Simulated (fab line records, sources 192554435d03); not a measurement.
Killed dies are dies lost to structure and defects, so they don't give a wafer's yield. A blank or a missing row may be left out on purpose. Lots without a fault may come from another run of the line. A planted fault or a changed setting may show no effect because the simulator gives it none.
Chamber matching | flow n5_finfet | N5_FIN_SAQP_DESCUM_21 on rie_diel-04: 4 sister chambers
The step chemistry O2, time 7.9 s. 24 wafers are shown with their chamber, then 12 later ones without.

WAFERS WITH THEIR CHAMBER
wafer  | chamber | throttle_valve_pct (%) | drypump_motor_current_A (A) | showerhead_plenum_p_Torr (Torr)
L076.1 | 0       | 20.82                  | 5.1                         | 2.09
L076.3 | 3       | 20.69                  | 5.9                         | 1.98
L076.6 | 2       | 20.01                  | 5.4                         | 2.13
L077.1 | 3       | 20.69                  | 5.9                         | 1.97
L077.4 | 2       | 20.01                  | 5.4                         | 2.12
L077.5 | 3       | 20.68                  | 5.9                         | 1.97
L079.1 | 1       | 20.57                  | 6.5                         | 2.05
L079.4 | 3       | 20.72                  | 5.9                         | 1.97
L079.6 | 1       | 20.58                  | 6.5                         | 2.05
L081.1 | 2       | 20.04                  | 5.5                         | 2.12
L081.3 | 0       | 20.83                  | 5.2                         | 2.09
L081.6 | 0       | 20.82                  | 5.1                         | 2.09
L082.2 | 2       | 20.06                  | 5.4                         | 2.12
L082.4 | 0       | 20.83                  | 5.1                         | 2.09
L082.5 | 3       | 20.70                  | 5.8                         | 1.97
L086.1 | 3       | 20.73                  | 5.9                         | 1.97
L086.2 | 0       | 20.84                  | 5.1                         | 2.08
L086.4 | 1       | 20.58                  | 6.5                         | 2.05
L089.1 | 2       | 20.06                  | 5.4                         | 2.11
L089.3 | 3       | 20.72                  | 5.9                         | 1.97
L089.4 | 0       | 20.85                  | 5.1                         | 2.08
L090.4 | 1       | 20.61                  | 6.5                         | 2.04
L090.5 | 2       | 20.05                  | 5.5                         | 2.11
L090.6 | 3       | 20.75                  | 5.8                         | 1.97

SIGNATURES (means of the wafers above)
reading                  | chamber 0 | chamber 1 | chamber 2 | chamber 3 | scatter within a chamber
throttle_valve_pct       | 20.8317   | 20.5850   | 20.0383   | 20.7100   | 0.0203
drypump_motor_current_A  | 5.117     | 6.500     | 5.433     | 5.875     | 0.0428
showerhead_plenum_p_Torr | 2.0867    | 2.0475    | 2.1183    | 1.9712    | 0.00538
Rule: a wafer's distance from a chamber is the root of the sum, over the readings, of the square of ((its reading less the chamber's mean) divided by the reading's scatter). The wafer belongs to the nearest chamber; if the next one is less than 2 further off, it can't be placed. The scatter: the root of (the sum of the squares of (reading less its chamber's mean) over the shown wafers, divided by (wafers less chambers)).

WAFERS WITHOUT THEIR CHAMBER
wafer  | throttle_valve_pct (%) | drypump_motor_current_A (A) | showerhead_plenum_p_Torr (Torr)
L091.1 | 20.61                  | 6.5                         | 2.04
L091.2 | 20.88                  | 5.1                         | 2.08
L091.4 | 20.74                  | 5.9                         | 1.97
L092.4 | 20.06                  | 5.4                         | 2.11
L092.5 | 20.61                  | 6.5                         | 2.04
L092.6 | 20.88                  | 5.2                         | 2.08
L093.2 | 20.06                  | 5.5                         | 2.11
L093.3 | 20.84                  | 5.1                         | 2.08
L093.5 | 20.60                  | 6.5                         | 2.04
L094.1 | 20.63                  | 6.5                         | 2.04
L094.2 | 20.06                  | 5.5                         | 2.11
L094.3 | 20.86                  | 5.1                         | 2.08

WHICH CHAMBER EACH WENT THROUGH
wafer  | from the rows above | in truth
L091.1 | 1                   | 1
L091.2 | 0                   | 0
L091.4 | 3                   | 3
L092.4 | 2                   | 2
L092.5 | 1                   | 1
L092.6 | 0                   | 0
L093.2 | 2                   | 2
L093.3 | 0                   | 0
L093.5 | 1                   | 1
L094.1 | 1                   | 1
L094.2 | 2                   | 2
L094.3 | 0                   | 0
Placed correctly: 12 of 12. Can't be placed from these rows: 0. Placed wrongly: 0.
